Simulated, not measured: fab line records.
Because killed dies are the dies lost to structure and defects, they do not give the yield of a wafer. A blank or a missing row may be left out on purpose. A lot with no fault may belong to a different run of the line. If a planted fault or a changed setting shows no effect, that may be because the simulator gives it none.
fab line records	flow n5-finfet	part 2 of 2: steps 25 to 30 of 30
[record] lots = 5	wafers = 15	last-day = 17
route steps=1938 shown MOL_CONTACT_COAG@557
lots that met no fault: taken from a fault-free run of the same line
start-h: the number of hours between the record's first day and the start of the first shown wafer of the lot	wait-h: time in hours since the lot's previous step	" unchanged from the row above	L1.1+2: a row that stands for several wafers	- no value, or no start given	* or withheld: withheld	< > ~ a bound
route shown NAME@n: names a module that has steps shown in the file, with the first one's number in the route	usual: mean/standard deviation of fault-free wafers	same: alike in all rows	chamber/n: place in a boat	sites: each site's reading	_std_site: how widely they spread, as a standard deviation	_edge_site: the outer-site mean with the inner-site mean subtracted	radius-mm: for every site, how far away it sits from the centre of the wafer	mask NAME#n: copy n	behind: the most recent tool/chamber to have shaped the wafer	hold: why the lot went on hold/how many hours it stayed there/how the hold came to an end	device: the transistor (n, p or np) that didn't switch	end of line: the same wafers' tests at the end of the route	step lacking rows: just its recipe	killed: dies lost to structure and defects at the first sort, not the wafer's yield	map: a wafer's dies, x killed, . not, _ none there
set.NAME: the setting as run; set.NAME@STEP: as run at that earlier step	model.NAME: the simulator's own value behind a step, which no gauge read
certain route steps with their lots: each step a table, each wafer a row
services: the hour from which a tool's chamber was out of use, counted from the record's first day as start-h (under 0 if before that day), plus the number of hours and why
[[steps]]
[step N5_MOL_CONTACT_COAG_ETCH_91]
[recipe] chemistry = N2/H2	target = SOC	target-depth-a = 600	overetch-a = 210	mask-material = SiARC	temp-c = 40	time-s = 101.2	ion-energy-ev = 200	pressure-mtorr = 30	source-w = 840	bias-w = 150	n2-flow-sccm = 200	h2-flow-sccm = 200
[usual] drypump-motor-current-A = 5.5/0.44	oes-product-au = 0.67/0.078	rf-fwd-power-W = 835.1/3	rf-vpp-V = 524.5/2.6	showerhead-plenum-p-Torr = 2.55/0.098	throttle-valve-pct = 17.7/0.39
lot.wafer	tool	chamber	start-h	wait-h	drypump-motor-current-A	oes-product-au	rf-fwd-power-W	rf-hours-counter-h	rf-vpp-V	showerhead-plenum-p-Torr	throttle-valve-pct
L075.1	rie-diel-05	2	105.12	0.0	5.8	0.59	835.4	202	522.4	2.50	17.9
L075.2	"	1	"	"	5.6	0.70	834.7	87	521.3	2.45	17.7
L075.5	"	0	"	"	4.7	0.77	836.1	-	525.7	2.61	17.4
L083.4	rie-diel-05	1	153.63	0.0	5.6	0.68	832.3	107	521.6	2.45	17.8
L083.5	"	3	"	"	6.3	0.78	832.6	-	523.0	2.46	17.0
L083.6	"	0	"	"	4.7	0.73	837.0	-	524.9	2.60	17.4
L085.2	rie-diel-01	1	167.70	0.0	5.0	0.58	835.7	218	525.4	2.63	18.4
L085.4	"	3	"	"	5.6	0.66	836.1	-	524.7	2.55	17.4
L085.5	"	0	"	"	5.8	0.81	831.2	-	525.5	2.59	17.8
L089.1	rie-diel-05	0	190.21	0.0	4.7	0.72	840.1	44	524.3	2.59	17.4
L089.4	"	2	"	"	5.8	0.56	830.9	235	522.2	2.48	17.9
L089.6	"	2	"	"	5.8	0.57	829.7	-	523.3	2.48	17.9
L092.3	rie-diel-05	3	207.37	0.0	6.3	0.75	835.2	33	521.5	2.46	17.1
L092.4	"	1	"	"	5.6	0.65	830.2	125	520.0	2.44	17.8
L092.6	"	1	"	"	5.6	0.65	835.2	-	520.7	2.44	17.8
[step N5_MOL_CONTACT_COAG_STRIP_92]
[recipe] chemistry = N2/H2	temp-c = 40	n2-flow-sccm = 200	h2-flow-sccm = 200	rf-frequency-hz = 6e+07
lot.wafer	tool	chamber	start-h	wait-h
L075.1+2+5	rie-diel-05	2,1,0	105.19	0.0
L083.4+5+6	rie-diel-05	1,3,0	153.70	0.0
L085.2+4+5	rie-diel-01	1,3,0	167.77	0.0
L089.1+4+6	rie-diel-05	0,2,2	190.28	0.0
L092.3+4+6	rie-diel-05	3,1,1	207.44	0.0
[step N5_MOL_CONTACT_COAG_STRIP_93]
[recipe] chemistry = N2/H2	temp-c = 40	n2-flow-sccm = 200	h2-flow-sccm = 200	rf-frequency-hz = 6e+07
lot.wafer	tool	chamber	start-h	wait-h
L075.1+2+5	rie-diel-05	2,1,0	105.20	0.0
L083.4+5+6	rie-diel-05	1,3,0	153.71	0.0
L085.2+4+5	rie-diel-01	1,3,0	167.78	0.0
L089.1+4+6	rie-diel-05	0,2,2	190.29	0.0
L092.3+4+6	rie-diel-05	3,1,1	207.45	0.0
[step N5_MOL_CONTACT_COAG_ETCHBACK_135]
[recipe] chemistry = CHF3	target = SiO2	target-depth-a = 250	time-s = 16.7	ion-energy-ev = 200	pressure-mtorr = 30	source-w = 610	bias-w = 170	Ar_flow_sccm = 200	CHF3_flow_sccm = 50
[usual] drypump-motor-current-A = 5.5/0.44	oes-product-au = 0.80/0.1	rf-fwd-power-W = 600/3.3	rf-vpp-V = 524/18	showerhead-plenum-p-Torr = 2.40/0.089	throttle-valve-pct = 18.74/0.26
lot.wafer	tool	chamber	start-h	wait-h	drypump-motor-current-A	oes-product-au	rf-fwd-power-W	rf-hours-counter-h	rf-vpp-V	showerhead-plenum-p-Torr	throttle-valve-pct
L075.1	rie-diel-05	2	105.21	0.0	5.7	0.69	601	202	503	2.33	18.76
L075.2	"	1	"	"	5.5	0.82	600	87	553	2.30	18.70
L075.5	"	0	"	"	4.7	0.94	601	-	512	2.45	18.44
L083.4	rie-diel-05	1	153.72	0.0	5.6	0.80	601	107	553	2.29	18.72
L083.5	"	3	"	"	6.3	0.94	603	-	539	2.37	18.37
L083.6	"	0	"	"	4.7	0.90	606	-	512	2.44	18.47
L085.2	rie-diel-01	1	167.79	0.0	5.0	0.69	600	218	500	2.45	19.07
L085.4	"	3	"	"	5.6	0.79	597	-	530	2.40	18.52
L085.5	"	0	"	"	5.8	0.97	597	-	518	2.45	18.76
L089.1	rie-diel-05	0	190.30	0.0	4.7	0.86	606	44	511	2.43	18.49
L089.4	"	2	"	"	5.7	0.66	603	235	503	2.32	18.84
L089.6	"	2	"	"	5.8	0.67	604	-	505	2.32	18.83
L092.3	rie-diel-05	3	207.46	0.0	6.3	0.90	602	33	539	2.36	18.39
L092.4	"	1	"	"	5.6	0.79	598	125	553	2.29	18.77
L092.6	"	1	"	"	5.6	0.79	600	-	552	2.29	18.76
[step N5_MOL_CONTACT_COAG_STRIP_118]
[recipe] chemistry = CHF3	resist = SiARC	rf-frequency-hz = 6e+07
lot.wafer	tool	chamber	start-h	wait-h
L075.1+2+5	rie-diel-05	2,1,0	105.23	0.0
L083.4+5+6	rie-diel-05	1,3,0	153.74	0.0
L085.2+4+5	rie-diel-01	1,3,0	167.82	0.0
L089.1+4+6	rie-diel-05	0,2,2	190.33	0.0
L092.3+4+6	rie-diel-05	3,1,1	207.48	0.0
[step N5_MOL_CONTACT_COAG_VIA_ETCH_46]
[recipe] chemistry = C4F6/O2	target-depth-a = 460	overetch-a = 92	mask-material = SOC	target = SiO2	bias-w = 455	pressure-mtorr = 10	time-s = 40	source-w = 325	Ar_flow_sccm = 300	C4F6_flow_sccm = 10	O2_flow_sccm = 10	ion-energy-ev = 575.3	ends = end-point
[usual] C4F6_flow_sccm = 9.998/0.029	drypump-motor-current-A = 5.5/0.44	oes-product-au = 0.72/0.084	rf-fwd-power-W = 323.1/1	rf-vpp-V = 1588/50	showerhead-plenum-p-Torr = 2.87/0.11	throttle-valve-pct = 41.0/0.66
lot.wafer	tool	chamber	start-h	wait-h	C4F6_flow_sccm	drypump-motor-current-A	oes-product-au	rf-fwd-power-W	rf-hours-counter-h	rf-vpp-V	showerhead-plenum-p-Torr	throttle-valve-pct
L075.1	rie-diel-05	2	105.24	0.0	10.035	5.8	0.62	323.6	202	1528	2.78	40.1
L075.2	"	1	"	"	9.951	5.6	0.75	323.3	87	1668	2.74	40.6
L075.5	"	0	"	"	10.002	4.7	0.84	323.1	-	1553	2.92	40.6
L083.4	rie-diel-05	1	153.75	0.0	10.008	5.6	0.72	324.7	107	1668	2.73	40.6
L083.5	"	3	"	"	9.969	6.3	0.84	323.9	-	1631	2.83	40.5
L083.6	"	0	"	"	9.987	4.7	0.79	323.6	-	1552	2.91	40.6
L085.2	rie-diel-01	1	167.83	0.0	10.019	5.0	0.61	323.8	218	1521	2.93	42.2
L085.4	"	3	"	"	9.970	5.6	0.71	323.1	-	1606	2.87	40.5
L085.5	"	0	"	"	9.955	5.8	0.86	322.9	-	1569	2.93	41.4
L089.1	rie-diel-05	0	190.34	0.0	10.035	4.7	0.75	322.7	44	1552	2.91	40.6
L089.4	"	2	"	"	10.002	5.7	0.60	322.5	235	1528	2.76	40.1
L089.6	"	2	"	"	9.980	5.7	0.61	323.9	-	1528	2.76	40.1
L092.3	rie-diel-05	3	207.49	0.0	9.998	6.3	0.80	322.3	33	1630	2.82	40.5
L092.4	"	1	"	"	9.999	5.6	0.71	322.4	125	1665	2.73	40.7
L092.6	"	1	"	"	9.945	5.6	0.71	322.5	-	1666	2.73	40.6
[[services]]
tool	chamber	start-h	hours	kind
rie-diel-05	2	79.97	7.6	repair
euv-scanner-01	-	84.13	0.7	repair
pecvd-01	1	91.21	11.6	repair
rie-diel-01	3	91.95	1.8	repair
euv-scanner-01	-	96.51	0.5	repair
cmp-02	-	100.91	0.9	repair
rie-diel-03	3	102.94	20.2	repair
euv-scanner-01	-	107.86	1.0	pm
rie-diel-03	2	110.03	1.3	repair
rie-diel-03	-	114.49	14.6	pm
euv-scanner-01	-	118.35	4.6	pm
cmp-02	-	120.40	0.7	repair
rie-diel-01	3	120.80	2.2	repair
rie-diel-01	1	123.00	5.2	repair
cmp-02	-	133.65	3.4	pm
ald-sin-02	2	140.54	34.7	repair
euv-scanner-01	-	149.25	4.3	repair
euv-scanner-01	-	153.92	0.6	repair
cmp-02	-	154.38	4.4	repair
rie-diel-03	0	167.94	1.8	repair
ald-sin-01	3	170.45	13.0	repair
ald-sin-04	-	176.75	14.0	pm
ald-sin-02	-	187.18	6.0	pm
ald-sin-01	2	205.75	6.1	repair
